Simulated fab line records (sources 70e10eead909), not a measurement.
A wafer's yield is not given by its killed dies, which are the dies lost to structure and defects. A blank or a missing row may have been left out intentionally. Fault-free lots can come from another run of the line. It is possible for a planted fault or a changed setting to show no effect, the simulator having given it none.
Matching of chambers -- flow nand-harc -- 4 sister chambers for NHARC_P_STI_CMP_21 on cmp-04
The step polishes, t overpolish 20 s, target thk 380.67 nm. 14 wafers are shown with their chamber, then 7 later ones without.

== WAFERS PAIRED WITH THEIR CHAMBERS ==
wafer,chamber,motor-current-A (A),slurry-filter-dp-kPa (kPa),overpolish-run-s (s)
L122.2,3,13.6,13.62,20.013
L122.4,1,11.5,13.57,20.011
L122.6,3,12.8,13.55,19.983
L123.1,2,11.8,13.44,19.990
L123.2,1,12.2,13.57,20.012
L123.4,0,12.4,13.43,19.997
L129.1,0,12.6,13.39,20.005
L129.2,2,11.2,13.41,20.015
L129.6,0,12.4,13.37,20.003
L133.1,0,12.5,13.51,20.008
L133.3,1,12.2,13.53,19.994
L133.4,3,12.9,13.27,20.007
L137.2,0,12.9,13.57,19.988
L137.4,3,13.4,13.46,19.988

SIGNATURES (means of the wafers above)
reading,chamber 0,chamber 1,chamber 2,chamber 3,scatter within a chamber
motor-current-A,12.560,11.967,11.500,13.175,0.336
slurry-filter-dp-kPa,13.4540,13.5567,13.4250,13.4750,0.0994
overpolish-run-s,20.00020,20.00567,20.00250,19.99775,0.0118
Rule: for each reading, subtract the chamber's mean from the wafer's reading, divide by that reading's scatter and square the result; add these up over the readings and take the root, which gives the wafer's distance from the chamber. The wafer belongs to the nearest chamber; if the next one is less than 2 further off, it can't be placed. The scatter: take each reading less its chamber's mean, square it, sum over the shown wafers, divide by the number of wafers less the number of chambers, and take the root.

== WAFERS WITHOUT THEIR CHAMBER ==
wafer,motor-current-A (A),slurry-filter-dp-kPa (kPa),overpolish-run-s (s)
L137.5,11.7,13.50,20.004
L138.2,10.9,13.31,20.002
L138.3,13.5,13.49,20.011
L138.5,12.3,13.41,20.014
L140.1,12.8,13.57,20.008
L140.4,11.9,13.64,20.003
L140.6,13.4,13.57,20.000

== EACH ONE'S CHAMBER ==
wafer,from the rows above,in truth
L137.5,can't be placed: 2 or 1 or 0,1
L138.2,can't be placed: 2 or 1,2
L138.3,can't be placed: 3 or 0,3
L138.5,can't be placed: 0 or 1 or 2 or 3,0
L140.1,can't be placed: 0 or 3 or 1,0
L140.4,can't be placed: 1 or 2 or 0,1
L140.6,can't be placed: 3 or 0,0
Correct placement for 0 of the 7. Not placeable from these rows: 7 (in 7, the candidates include the true chamber). Number placed wrongly: 0.
